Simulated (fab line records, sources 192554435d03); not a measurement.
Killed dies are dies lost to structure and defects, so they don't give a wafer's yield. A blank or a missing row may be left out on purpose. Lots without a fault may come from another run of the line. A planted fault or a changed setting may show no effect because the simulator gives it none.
fab line records | flow n5_finfet
record lots=24 wafers=72 last_day=17
route steps=1938 shown SDB@376 DUMMY_REMOVAL@381 HKMG_FIN@405
lots that met no fault: from a run of the same line without faults
start_h: hours from the record's first day to the start of the lot's first wafer shown | wait_h: hours since the lot's step before | " the same as in the row above | L1.1+2: a row that stands for several wafers | - no value, or no start given | * or withheld: withheld | < > ~ a bound
route shown NAME@n: a module of which the file shows steps, and the number in the route of the first | usual: mean/standard deviation of fault-free wafers | same: alike in all rows | chamber/n: place in a boat | sites: the reading at each site | _std_site: their standard deviation | _edge_site: outer sites' mean less inner sites' | radius_mm: how far each site lies from the wafer's centre | mask NAME#n: copy n | behind: the tool/chamber that last shaped the wafer | hold: why the lot was held/for how many hours/how that ended | device: the transistor (n, p or np) that didn't switch | end of line: the same wafers' tests at the end of the route | a step without rows: its recipe alone | killed: dies lost to structure and defects at the first sort, not the wafer's yield | map: a wafer's dies, x killed, . not, _ none there
set.NAME: the setting as run; set.NAME@STEP: as run at that earlier step | model.NAME: the simulator's own value behind a step, which no gauge read
steps of the route over a sample of lots; a table a step, a row a wafer
services: from which hour (start_h, from the record's first day; less than 0 if before it) a tool's chamber was out of use, for how many hours, and why
## steps
# step N5_SDB_INSPECT_36
# recipe inspect_instrument=darkfield mode=post_cmp
# usual raw_defect_count=36/17
# columns lot.wafer tool chamber start_h wait_h raw_defect_count
L074.1 defect_inspect-02 - 69.83 0.0 41
L074.2 " - " " 27
L074.6 " - " " 26
L075.2 defect_inspect-01 - 79.39 0.0 53
L075.3 " - " " 49
L075.6 " - " " 44
L076.1 defect_inspect-02 - 82.53 0.0 26
L076.3 " - " " 17
L076.4 " - " " 30
L077.2 defect_inspect-02 - 89.58 0.0 34
L077.3 " - " " 17
L077.6 " - " " 32
L078.1 defect_inspect-01 - 93.67 0.0 18
L078.2 " - " " 30
L078.5 " - " " 22
L079.1 defect_inspect-01 - 102.20 0.0 33
L079.5 " - " " 26
L079.6 " - " " 49
L080.1 defect_inspect-02 - 106.53 0.0 43
L080.2 " - " " 38
L080.6 " - " " 55
L081.3 defect_inspect-02 - 111.86 0.0 42
L081.4 " - " " 22
L081.5 " - " " 17
L082.1 defect_inspect-02 - 117.84 0.0 42
L082.3 " - " " 26
L082.4 " - " " 38
L083.4 defect_inspect-02 - 122.61 0.0 26
L083.5 " - " " 23
L083.6 " - " " 37
L084.2 defect_inspect-01 - 130.30 0.0 23
L084.4 " - " " 45
L084.5 " - " " 41
L085.1 defect_inspect-02 - 137.44 0.0 14
L085.3 " - " " 23
L085.6 " - " " 20
L086.2 defect_inspect-02 - 144.44 0.0 89
L086.4 " - " " 75
L086.6 " - " " 31
L087.1 defect_inspect-02 - 149.14 0.0 16
L087.3 " - " " 35
L087.6 " - " " 14
L088.1 defect_inspect-01 - 156.98 0.0 30
L088.5 " - " " 73
L088.6 " - " " 57
L089.3 defect_inspect-02 - 160.17 0.0 42
L089.4 " - " " 60
L089.5 " - " " 61
L090.2 defect_inspect-01 - 167.70 0.0 57
L090.5 " - " " 32
L090.6 " - " " 21
L091.1 defect_inspect-01 - 172.83 0.0 25
L091.2 " - " " 30
L091.4 " - " " 31
L092.2 defect_inspect-02 - 177.44 0.0 39
L092.3 " - " " 25
L092.4 " - " " 36
L093.3 defect_inspect-02 - 181.48 0.0 37
L093.4 " - " " 19
L093.5 " - " " 39
L094.2 defect_inspect-01 - 188.92 0.0 35
L094.3 " - " " 19
L094.5 " - " " 22
L095.4 defect_inspect-01 - 197.43 0.0 43
L095.5 " - " " 61
L095.6 " - " " 46
L096.2 defect_inspect-02 - 202.21 0.0 73
L096.3 " - " " 32
L096.6 " - " " 39
L097.1 defect_inspect-01 - 210.11 0.0 10
L097.3 " - " " 17
L097.4 " - " " 24
# step N5_DUMMY_REMOVAL_INSPECT_06
# recipe inspect_instrument=brightfield mode=aei
# usual raw_defect_count=11/5.1
# columns lot.wafer tool chamber start_h wait_h raw_defect_count
L074.1 defect_inspect-02 - 70.08 0.0 12
L074.2 " - " " 11
L074.6 " - " " 11
L075.2 defect_inspect-02 - 79.62 0.0 15
L075.3 " - " " 14
L075.6 " - " " 8
L076.1 defect_inspect-02 - 82.76 0.0 7
L076.3 " - " " 20
L076.4 " - " " 18
L077.2 defect_inspect-01 - 89.81 0.0 10
L077.3 " - " " 16
L077.6 " - " " 19
L078.1 defect_inspect-02 - 93.90 0.0 12
L078.2 " - " " 8
L078.5 " - " " 8
L079.1 defect_inspect-01 - 102.43 0.0 10
L079.5 " - " " 10
L079.6 " - " " 24
L080.1 defect_inspect-01 - 106.93 0.0 8
L080.2 " - " " 12
L080.6 " - " " 3
L081.3 defect_inspect-02 - 112.09 0.0 9
L081.4 " - " " 18
L081.5 " - " " 10
L082.1 defect_inspect-02 - 118.16 0.0 11
L082.3 " - " " 13
L082.4 " - " " 8
L083.4 defect_inspect-02 - 122.84 0.0 22
L083.5 " - " " 17
L083.6 " - " " 10
L084.2 defect_inspect-02 - 130.53 0.0 13
L084.4 " - " " 8
L084.5 " - " " 15
L085.1 defect_inspect-01 - 137.71 0.0 12
L085.3 " - " " 16
L085.6 " - " " 5
L086.2 defect_inspect-01 - 144.72 0.0 16
L086.4 " - " " 35
L086.6 " - " " 20
L087.1 defect_inspect-02 - 149.48 0.0 6
L087.3 " - " " 16
L087.6 " - " " 4
L088.1 defect_inspect-01 - 157.21 0.0 5
L088.5 " - " " 9
L088.6 " - " " 4
L089.3 defect_inspect-01 - 160.40 0.0 14
L089.4 " - " " 10
L089.5 " - " " 15
L090.2 defect_inspect-01 - 167.92 0.0 8
L090.5 " - " " 17
L090.6 " - " " 8
L091.1 defect_inspect-01 - 173.06 0.0 4
L091.2 " - " " 9
L091.4 " - " " 11
L092.2 defect_inspect-02 - 177.67 0.0 8
L092.3 " - " " 6
L092.4 " - " " 10
L093.3 defect_inspect-02 - 181.73 0.0 15
L093.4 " - " " 9
L093.5 " - " " 13
L094.2 defect_inspect-02 - 189.21 0.0 7
L094.3 " - " " 8
L094.5 " - " " 8
L095.4 defect_inspect-01 - 197.66 0.0 3
L095.5 " - " " 6
L095.6 " - " " 10
L096.2 defect_inspect-01 - 202.44 0.0 10
L096.3 " - " " 2
L096.6 " - " " 9
L097.1 defect_inspect-02 - 210.34 0.0 12
L097.3 " - " " 13
L097.4 " - " " 10
# step N5_HKMG_FIN_STRIP_57
# recipe chemistry=CF4 resist=SiARC power_w=300 bias_power_w=75 pressure_mtorr=50 cf4_flow_sccm=150 rf_frequency_hz=6e+07
# usual drypump_motor_current_A=5.8/0.39 oes_product_au=0.84/0.067 rf_vpp_V=272.0/1.4 showerhead_plenum_p_Torr=1.83/0.057 throttle_valve_pct=13.41/0.25
# columns lot.wafer tool chamber start_h wait_h drypump_motor_current_A oes_product_au rf_hours_counter_h rf_vpp_V showerhead_plenum_p_Torr throttle_valve_pct
L074.1 rie_diel-06 0 72.02 0.0 6.1 0.91 11 274.3 1.89 12.95
L074.2 " 1 " " 6.1 0.82 67 270.8 1.75 13.46
L074.6 " 1 " " 6.1 0.82 - 270.3 1.75 13.46
L075.2 rie_diel-06 1 81.30 0.0 6.1 0.81 70 271.4 1.75 13.46
L075.3 " 3 " " 5.8 0.84 58 275.2 1.89 13.32
L075.6 " 1 " " 6.1 0.81 - 270.7 1.75 13.47
L076.1 rie_diel-06 0 84.43 0.0 6.1 0.90 16 273.1 1.89 12.96
L076.3 " 3 " " 5.8 0.84 59 273.7 1.89 13.31
L076.4 " 0 " " 6.1 0.90 - 272.5 1.89 12.98
L077.2 rie_diel-03 2 91.70 0.0 5.5 0.95 4 273.8 1.90 13.54
L077.3 " 1 " " 5.7 0.68 248 269.1 1.71 13.96
L077.6 " 1 " " 5.7 0.68 - 267.8 1.71 13.96
L078.1 rie_diel-03 2 97.14 0.0 5.5 0.95 6 273.9 1.90 13.54
L078.2 " 0 " " 6.1 0.85 66 271.1 1.80 13.68
L078.5 " 0 " " 6.2 0.85 - 270.9 1.80 13.69
L079.1 rie_diel-02 2 103.98 0.0 5.6 0.69 221 270.7 1.76 13.64
L079.5 " 2 " " 5.6 0.68 - 269.3 1.76 13.63
L079.6 " 1 " " 5.7 0.68 - 271.4 1.84 13.65
L080.1 rie_diel-03 2 108.60 0.0 5.5 0.93 12 274.7 1.90 13.55
L080.2 " 0 " " 6.1 0.84 71 271.9 1.80 13.70
L080.6 " 2 " " 5.5 0.92 - 274.1 1.90 13.56
L081.3 rie_diel-03 2 113.85 0.0 5.5 0.93 15 272.3 1.90 13.57
L081.4 " 2 " " 5.5 0.92 - 273.4 1.90 13.56
L081.5 " 3 " " 5.7 0.86 - 273.3 1.82 13.20
L082.1 rie_diel-02 0 119.84 0.0 6.5 0.96 5 269.4 1.78 13.64
L082.3 " 3 " " 4.9 0.83 65 270.0 1.82 13.19
L082.4 " 1 " " 5.7 0.68 237 271.9 1.84 13.66
L083.4 rie_diel-03 1 124.55 0.0 5.6 0.96 1 271.8 1.92 13.38
L083.5 " 0 " " 6.1 0.83 - 270.9 1.80 13.70
L083.6 " 3 " " 5.6 0.86 - 273.1 1.82 13.21
L084.2 rie_diel-06 0 132.37 0.0 6.1 0.86 37 272.7 1.88 13.01
L084.4 " 0 " " 6.2 0.86 - 273.6 1.88 13.00
L084.5 " 2 " " 5.1 0.88 - 271.6 1.81 13.01
L085.1 rie_diel-06 2 139.44 0.0 5.1 0.86 20 272.1 1.81 13.02
L085.3 " 0 " " 6.1 0.85 40 274.6 1.88 13.01
L085.6 " 1 " " 6.1 0.79 - 269.8 1.74 13.52
L086.2 rie_diel-03 1 146.35 0.0 5.6 0.93 8 272.5 1.91 13.40
L086.4 " 0 " " 6.1 0.83 86 271.7 1.80 13.74
L086.6 " 3 " " 5.6 0.85 - 272.2 1.81 13.24
L087.1 rie_diel-06 0 152.57 0.0 6.1 0.85 44 273.2 1.88 13.03
L087.3 " 2 " " 5.1 0.87 25 271.4 1.81 13.03
L087.6 " 0 " " 6.1 0.85 - 273.8 1.88 13.04
L088.1 rie_diel-03 2 158.81 0.0 5.5 0.89 30 273.6 1.90 13.62
L088.5 " 2 " " 5.5 0.90 - 272.1 1.90 13.58
L088.6 " 1 " " 5.7 0.91 - 272.9 1.91 13.39
L089.3 rie_diel-02 2 161.95 0.0 5.6 0.68 241 271.1 1.75 13.68
L089.4 " 3 " " 4.9 0.81 78 270.8 1.81 13.20
L089.5 " 3 " " 4.9 0.81 - 270.2 1.81 13.21
L090.2 rie_diel-03 0 169.47 0.0 6.2 0.82 94 272.1 1.80 13.74
L090.5 " 3 " " 5.6 0.83 - 271.8 1.81 13.25
L090.6 " 0 " " 6.1 0.82 - 271.0 1.80 13.74
L091.1 rie_diel-03 3 174.75 0.0 5.6 0.83 53 270.7 1.81 13.26
L091.2 " 0 " " 6.1 0.82 96 270.4 1.79 13.76
L091.4 " 2 " " 5.5 0.87 36 273.1 1.89 13.61
L092.2 rie_diel-06 2 179.22 0.0 5.1 0.84 34 271.5 1.81 13.04
L092.3 " 3 " " 5.8 0.82 72 273.6 1.88 13.36
L092.4 " 0 " " 6.1 0.83 54 274.0 1.88 13.04
L093.3 rie_diel-02 0 183.79 0.0 6.5 0.90 - 270.1 1.78 13.70
L093.4 " 3 " " 4.9 0.80 - 271.4 1.81 13.23
L093.5 " 3 " " 4.9 0.80 - 272.0 1.81 13.22
L094.2 rie_diel-06 3 191.17 0.0 5.8 0.82 77 275.6 1.88 13.35
L094.3 " 1 " " 6.1 0.78 109 268.8 1.73 13.57
L094.5 " 0 " " 6.1 0.83 - 272.2 1.88 13.06
L095.4 rie_diel-06 2 199.40 0.0 5.1 0.84 41 270.9 1.80 13.08
L095.5 " 0 " " 6.1 0.82 - 273.7 1.88 13.05
L095.6 " 3 " " 5.8 0.81 - 272.6 1.88 13.35
L096.2 rie_diel-02 3 204.26 0.0 4.9 0.79 96 271.7 1.81 13.24
L096.3 " 0 " " 6.4 0.89 36 269.8 1.77 13.70
L096.6 " 2 " " 5.6 0.67 - 269.1 1.75 13.72
L097.1 rie_diel-03 3 212.01 0.0 5.7 0.81 65 272.9 1.81 13.29
L097.3 " 1 " " 5.6 0.89 25 273.5 1.91 13.44
L097.4 " 2 " " 5.5 0.86 47 272.1 1.89 13.63
# step N5_HKMG_FIN_PWFM_ALD_03
# recipe material=TiN target_thk_a=20 temp_c=400 ald_precursor_family=TiCl4 ald_co_reactant=NH3 pulse_time_s=1 purge_time_s=3 co_reactant_purge_time_s=2 co_reactant_pulse_time_s=2 ald_cycles=91 pressure_torr=3
# usual heater_power_w=858/100 precursor_pulse_height_rel=0.999/0.019
# columns lot.wafer tool chamber start_h wait_h heater_power_w precursor_pulse_height_rel
L074.1 ald_metal-04 1 74.18 0.0 787 1.042
L074.2 " 0 " " 1064 1.006
L074.6 " 1 " " 777 0.982
L075.2 ald_metal-04 1 83.72 0.0 777 0.982
L075.3 " 2 " " 746 1.023
L075.6 " 1 " " 793 1.000
L076.1 ald_metal-01 0 86.73 0.0 811 1.003
L076.3 " 2 " " 793 1.002
L076.4 " 0 " " 788 0.994
L077.2 ald_metal-04 1 93.95 0.0 767 0.995
L077.3 " 2 " " 748 0.988
L077.6 " 2 " " 746 1.005
L078.1 ald_metal-04 3 99.36 0.0 942 0.996
L078.2 " 2 " " 752 0.978
L078.5 " 2 " " 742 0.995
L079.1 ald_metal-01 0 106.20 0.0 814 0.973
L079.5 " 3 " " 840 1.023
L079.6 " 0 " " 811 0.987
L080.1 ald_metal-01 0 110.77 0.0 816 1.022
L080.2 " 1 " " 1126 1.007
L080.6 " 2 " " 821 0.992
L081.3 ald_metal-03 0 116.08 0.0 823 0.998
L081.4 " 2 " " 838 1.011
L081.5 " 0 " " 835 0.994
L082.1 ald_metal-03 1 122.01 0.0 787 1.012
L082.3 " 0 " " 836 1.022
L082.4 " 2 " " 876 0.995
L083.4 ald_metal-03 1 126.71 0.0 781 1.001
L083.5 " 0 " " 832 1.007
L083.6 " 1 " " 787 0.996
L084.2 ald_metal-04 2 134.59 0.0 747 1.011
L084.4 " 3 " " 974 0.984
L084.5 " 1 " " 769 0.962
L085.1 ald_metal-03 2 141.60 0.0 880 0.991
L085.3 " 3 " " 852 0.972
L085.6 " 1 " " 805 1.005
L086.2 ald_metal-04 0 148.51 0.0 1081 0.987
L086.4 " 2 " " 740 0.998
L086.6 " 0 " " 1069 1.030
L087.1 ald_metal-04 0 154.73 0.0 1056 0.962
L087.3 " 2 " " 791 0.980
L087.6 " 0 " " 1050 0.968
L088.1 ald_metal-03 3 160.97 0.0 856 1.018
L088.5 " 2 " " 875 1.002
L088.6 " 3 " " 873 1.009
L089.3 ald_metal-03 2 164.11 0.0 882 0.995
L089.4 " 0 " " 835 1.022
L089.5 " 1 " " 774 0.981
L090.2 ald_metal-01 3 171.65 0.0 849 1.002
L090.5 " 1 " " 1099 1.037
L090.6 " 0 " " 798 1.013
L091.1 ald_metal-03 3 177.06 0.0 857 1.026
L091.2 " 1 " " 784 0.997
L091.4 " 2 " " 871 1.007
L092.2 ald_metal-03 1 181.44 0.0 786 0.985
L092.3 " 3 " " 832 1.020
L092.4 " 0 " " 812 0.996
L093.3 ald_metal-03 0 186.43 0.0 825 1.049
L093.4 " 2 " " 891 1.008
L093.5 " 2 " " 882 1.007
L094.2 ald_metal-03 0 193.34 0.0 827 1.005
L094.3 " 1 " " 783 1.030
L094.5 " 3 " " 852 0.996
L095.4 ald_metal-01 3 201.56 0.0 814 1.014
L095.5 " 1 " " 1109 1.009
L095.6 " 2 " " 822 0.974
L096.2 ald_metal-01 3 207.87 0.0 825 1.013
L096.3 " 0 " " 794 0.991
L096.6 " 1 " " 1092 0.984
L097.1 ald_metal-01 1 214.36 0.0 1118 1.010
L097.3 " 3 " " 823 0.983
L097.4 " 2 " " 833 1.030
# step N5_HKMG_FIN_OVL_MEAS_13
# recipe points_per_wafer=44
# usual NWFM_OVL=0.1/0.73
# columns lot.wafer tool chamber start_h wait_h NWFM_OVL[nm]
L074.1 overlay-01 0 74.92 0.0 0.8
L074.2 " 0 " " 1.3
L074.6 " 0 " " 0.2
L075.2 overlay-02 0 84.59 0.0 0.0
L075.3 " 0 " " 0.0
L075.6 " 0 " " -0.3
L076.1 overlay-01 0 87.60 0.0 -1.3
L076.3 " 0 " " -0.2
L076.4 " 0 " " 0.3
L077.2 overlay-01 0 94.82 0.0 -0.3
L077.3 " 0 " " 0.6
L077.6 " 0 " " -0.8
L078.1 overlay-01 0 100.23 0.0 -0.5
L078.2 " 0 " " -0.3
L078.5 " 0 " " -0.6
L079.1 overlay-01 0 106.94 0.0 0.2
L079.5 " 0 " " 0.7
L079.6 " 0 " " 0.4
L080.1 overlay-02 0 111.51 0.0 -0.2
L080.2 " 0 " " 0.7
L080.6 " 0 " " 0.3
L081.3 overlay-01 0 116.83 0.0 -1.0
L081.4 " 0 " " -0.5
L081.5 " 0 " " -0.5
L082.1 overlay-02 0 122.76 0.0 0.3
L082.3 " 0 " " 0.5
L082.4 " 0 " " -0.1
L083.4 overlay-01 0 127.58 0.0 2.2
L083.5 " 0 " " -0.5
L083.6 " 0 " " 0.3
L084.2 overlay-02 0 135.45 0.0 -0.6
L084.4 " 0 " " -1.4
L084.5 " 0 " " -1.1
L085.1 overlay-02 0 142.47 0.0 0.8
L085.3 " 0 " " 0.9
L085.6 " 0 " " 0.1
L086.2 overlay-01 0 149.38 0.0 -0.4
L086.4 " 0 " " 0.0
L086.6 " 0 " " -0.1
L087.1 overlay-02 0 155.60 0.0 -1.0
L087.3 " 0 " " 0.3
L087.6 " 0 " " 0.2
L088.1 overlay-02 0 161.71 0.0 1.6
L088.5 " 0 " " 1.5
L088.6 " 0 " " 0.1
L089.3 overlay-02 0 164.98 0.0 1.0
L089.4 " 0 " " 0.2
L089.5 " 0 " " -0.2
L090.2 overlay-01 0 172.52 0.0 -1.4
L090.5 " 0 " " -1.1
L090.6 " 0 " " -0.8
L091.1 overlay-02 0 177.93 0.0 1.2
L091.2 " 0 " " 0.4
L091.4 " 0 " " 1.4
L092.2 overlay-01 0 182.30 0.0 0.8
L092.3 " 0 " " -0.3
L092.4 " 0 " " 0.4
L093.3 overlay-01 0 187.29 0.0 0.8
L093.4 " 0 " " 0.3
L093.5 " 0 " " 0.5
L094.2 overlay-01 0 194.08 0.0 0.3
L094.3 " 0 " " 0.5
L094.5 " 0 " " 0.4
L095.4 overlay-01 0 202.43 0.0 0.3
L095.5 " 0 " " 0.1
L095.6 " 0 " " 1.4
L096.2 overlay-01 0 208.62 0.0 0.7
L096.3 " 0 " " -0.1
L096.6 " 0 " " 1.1
L097.1 overlay-02 0 215.23 0.0 1.1
L097.3 " 0 " " 0.2
L097.4 " 0 " " 0.7
# step N5_HKMG_FIN_INSPECT_14
# recipe mode=adi inspect_instrument=macro
# usual raw_defect_count=2.1/1.5
# columns lot.wafer tool chamber start_h wait_h raw_defect_count
L074.1 defect_inspect-01 - 74.95 0.0 3
L074.2 " - " " 1
L074.6 " - " " 6
L075.2 defect_inspect-02 - 84.61 0.0 1
L075.3 " - " " 1
L075.6 " - " " 3
L076.1 defect_inspect-01 - 87.62 0.0 2
L076.3 " - " " 0
L076.4 " - " " 3
L077.2 defect_inspect-01 - 94.84 0.0 0
L077.3 " - " " 2
L077.6 " - " " 2
L078.1 defect_inspect-02 - 100.25 0.0 1
L078.2 " - " " 1
L078.5 " - " " 4
L079.1 defect_inspect-02 - 106.96 0.0 2
L079.5 " - " " 4
L079.6 " - " " 5
L080.1 defect_inspect-01 - 111.54 0.0 1
L080.2 " - " " 0
L080.6 " - " " 2
L081.3 defect_inspect-01 - 116.85 0.0 1
L081.4 " - " " 3
L081.5 " - " " 4
L082.1 defect_inspect-01 - 122.78 0.0 0
L082.3 " - " " 3
L082.4 " - " " 2
L083.4 defect_inspect-02 - 127.60 0.0 1
L083.5 " - " " 4
L083.6 " - " " 0
L084.2 defect_inspect-02 - 135.48 0.0 4
L084.4 " - " " 0
L084.5 " - " " 3
L085.1 defect_inspect-02 - 142.49 0.0 2
L085.3 " - " " 2
L085.6 " - " " 2
L086.2 defect_inspect-01 - 149.40 0.0 0
L086.4 " - " " 1
L086.6 " - " " 4
L087.1 defect_inspect-02 - 155.63 0.0 2
L087.3 " - " " 2
L087.6 " - " " 1
L088.1 defect_inspect-01 - 161.73 0.0 3
L088.5 " - " " 3
L088.6 " - " " 2
L089.3 defect_inspect-02 - 165.00 0.0 1
L089.4 " - " " 3
L089.5 " - " " 3
L090.2 defect_inspect-02 - 172.54 0.0 4
L090.5 " - " " 1
L090.6 " - " " 2
L091.1 defect_inspect-02 - 177.95 0.0 0
L091.2 " - " " 1
L091.4 " - " " 1
L092.2 defect_inspect-02 - 182.33 0.0 1
L092.3 " - " " 5
L092.4 " - " " 7
L093.3 defect_inspect-02 - 187.32 0.0 0
L093.4 " - " " 2
L093.5 " - " " 2
L094.2 defect_inspect-01 - 194.10 0.0 1
L094.3 " - " " 2
L094.5 " - " " 2
L095.4 defect_inspect-02 - 202.46 0.0 1
L095.5 " - " " 1
L095.6 " - " " 4
L096.2 defect_inspect-02 - 208.64 0.0 3
L096.3 " - " " 1
L096.6 " - " " 1
L097.1 defect_inspect-02 - 215.25 0.0 5
L097.3 " - " " 3
L097.4 " - " " 2
## services
# columns tool chamber start_h hours kind
rie_diel-03 2 51.54 - clean
rie_diel-03 2 51.54 - consumable_replace:focus_ring
rie_diel-03 2 51.54 - consumable_replace:showerhead
rie_diel-03 2 51.54 30.8 scheduled_down
rie_diel-06 2 52.54 19.3 repair
ald_metal-03 - 52.60 14.6 pm
ald_metal-04 3 58.69 30.7 repair
rie_diel-03 - 65.45 0.9 repair
rie_diel-02 - 84.41 2.8 pm
ald_metal-01 1 86.20 15.2 repair
rie_diel-06 1 86.68 6.4 repair
rie_diel-06 3 86.70 63.1 repair
rie_diel-06 2 88.79 6.8 repair
rie_diel-06 - 92.52 4.2 repair
ald_metal-01 3 131.61 8.5 repair
ald_metal-01 1 152.62 6.5 repair
ald_metal-04 1 170.44 13.7 repair
rie_diel-02 2 177.14 9.3 repair
rie_diel-02 1 178.63 14.1 repair
ald_metal-04 - 186.83 8.7 pm
rie_diel-03 1 186.86 6.5 repair
rie_diel-03 1 202.38 5.7 repair
ald_metal-04 3 204.08 28.1 repair
rie_diel-03 - 207.12 0.4 repair
## key
fault none
